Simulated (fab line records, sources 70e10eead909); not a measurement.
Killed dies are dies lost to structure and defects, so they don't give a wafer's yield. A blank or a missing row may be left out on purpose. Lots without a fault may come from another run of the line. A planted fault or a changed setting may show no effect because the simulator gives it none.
Which tool did it? | flow nand_harc | 24 lots, 72 wafers sampled, at 2 steps of a route of 1159

WHAT THE GAUGES READ, wafer by wafer
NHARC_A_ZERO_WELL_CD_MEAS_10: target cd 2000 nm. Usual: cd_nm 2001.1 nm, standard deviation 2.
lot  | measured     | on        | cd_nm (nm)           | flag
L074 | day 6 16:12  | cd_sem-02 | 1999.7 2001.6 1999.2 |
L076 | day 6 18:47  | cd_sem-02 | 2001.2 2001.2 1999.0 |
L075 | day 6 23:41  | cd_sem-01 | 2001.3 2004.6 2004.2 |
L078 | day 7 12:38  | cd_sem-03 | 2001.1 2002.2 2001.3 |
L077 | day 7 15:18  | cd_sem-02 | 1999.6 2000.2 1997.8 |
L079 | day 7 22:34  | cd_sem-02 | 2000.2 2002.0 1999.0 |
L080 | day 7 23:25  | cd_sem-03 | 2004.1 2003.3 2002.4 |
L081 | day 8 08:48  | cd_sem-01 | 2004.5 2002.9 2004.5 |
L082 | day 8 09:59  | cd_sem-02 | 2000.3 2002.2 2000.2 |
L084 | day 8 22:47  | cd_sem-02 | 2000.4 2001.3 2002.4 |
L083 | day 8 23:26  | cd_sem-02 | 2002.2 2003.3 2001.3 |
L085 | day 9 05:59  | cd_sem-02 | 1998.4 1999.0 1999.9 |
L086 | day 9 18:03  | cd_sem-03 | 1998.9 1999.2 1999.3 |
L087 | day 9 19:03  | cd_sem-03 | 2000.7 1997.1 1998.9 |
L088 | day 10 12:36 | cd_sem-03 | 2003.7 2000.9 2002.5 |
L089 | day 10 13:07 | cd_sem-01 | 2000.9 2002.9 2001.6 |
L090 | day 10 14:55 | cd_sem-01 | 2003.6 2002.5 2003.3 |
L091 | day 10 21:37 | cd_sem-02 | 1999.9 2001.9 2001.3 |
L092 | day 11 04:13 | cd_sem-01 | 2000.8 2001.4 1999.2 |
L093 | day 11 13:18 | cd_sem-03 | 2000.4 1999.1 2000.0 |
L094 | day 11 14:11 | cd_sem-01 | 2002.6 2001.1 2002.3 |
L095 | day 11 19:31 | cd_sem-02 | 2004.1 2000.2 2003.0 |
L097 | day 11 23:20 | cd_sem-01 | 2005.3 2001.0 2005.8 |
L096 | day 11 23:47 | cd_sem-03 | 2002.5 2000.8 2004.6 |

NHARC_A_ONON_D1_THK_MEAS_11: measures by ellipsometry. Usual: thk_nm 998 nm, standard deviation 9.8.
lot  | measured     | on            | thk_nm (nm)    | flag
L074 | day 7 17:59  | film_metro-01 | 1008 1007 1007 |
L076 | day 7 18:00  | film_metro-02 | 991 990 990    |
L075 | day 8 00:50  | film_metro-01 | 1004 1004 1005 |
L078 | day 8 13:31  | film_metro-02 | 973 973 971    |
L077 | day 8 13:32  | film_metro-01 | 990 990 991    |
L079 | day 8 23:49  | film_metro-01 | 1011 1009 1009 |
L080 | day 8 23:39  | film_metro-02 | 1018 1015 1015 |
L081 | day 9 09:14  | film_metro-01 | 993 992 991    |
L082 | day 9 09:14  | film_metro-02 | 997 995 996    |
L084 | day 9 23:04  | film_metro-02 | 997 999 998    |
L083 | day 9 23:05  | film_metro-01 | 990 988 991    |
L085 | day 10 10:16 | film_metro-02 | 991 989 989    |
L086 | day 10 18:14 | film_metro-01 | 993 993 995    |
L087 | day 10 18:13 | film_metro-02 | 1001 1000 1001 |
L088 | day 11 14:20 | film_metro-02 | 996 995 997    |
L089 | day 11 14:20 | film_metro-02 | 1013 1012 1011 |
L090 | day 11 14:20 | film_metro-01 | 1008 1007 1008 |
L091 | day 12 00:10 | film_metro-01 | 995 993 994    |
L092 | day 12 04:32 | film_metro-02 | 985 986 986    |
L093 | day 12 15:55 | film_metro-02 | 996 995 997    |
L094 | day 12 15:56 | film_metro-01 | 1012 1011 1009 |
L095 | day 12 20:03 | film_metro-01 | 997 997 997    |
L097 | day 12 23:30 | film_metro-02 | 992 992 992    |
L096 | day 12 23:29 | film_metro-01 | 1008 1012 1009 |

WHICH TOOL RAN EACH LOT (tool, then ch and the chambers of the sampled wafers, then the start)
The record holds no process step before these readings.

WHAT THE TOOLS THEMSELVES READ (means of the sampled wafers that have a number; where no wafer has one, the mark that the record gives instead)
The record holds no such reading with a usual standard deviation.

THE ANSWER, worked out from the rows above alone
Rule: a lot is off if the mean of its wafers that have a number lies more than 3 standard deviations from the usual mean. A lot without any number at a reading at which 4 lots or more have one is off too. The other lots that the step has rows for count as sound. The gauges are gone through in route order, then the tools' own readings, and for those a lot's mean is taken as printed above. The first step at which some lot is off is used, and at that step the reading that is off furthest; a lot without a number counts as furthest.
No lot is off at any reading shown: from this, nothing can be told.

WHAT THE SIMULATOR HAD PUT IN
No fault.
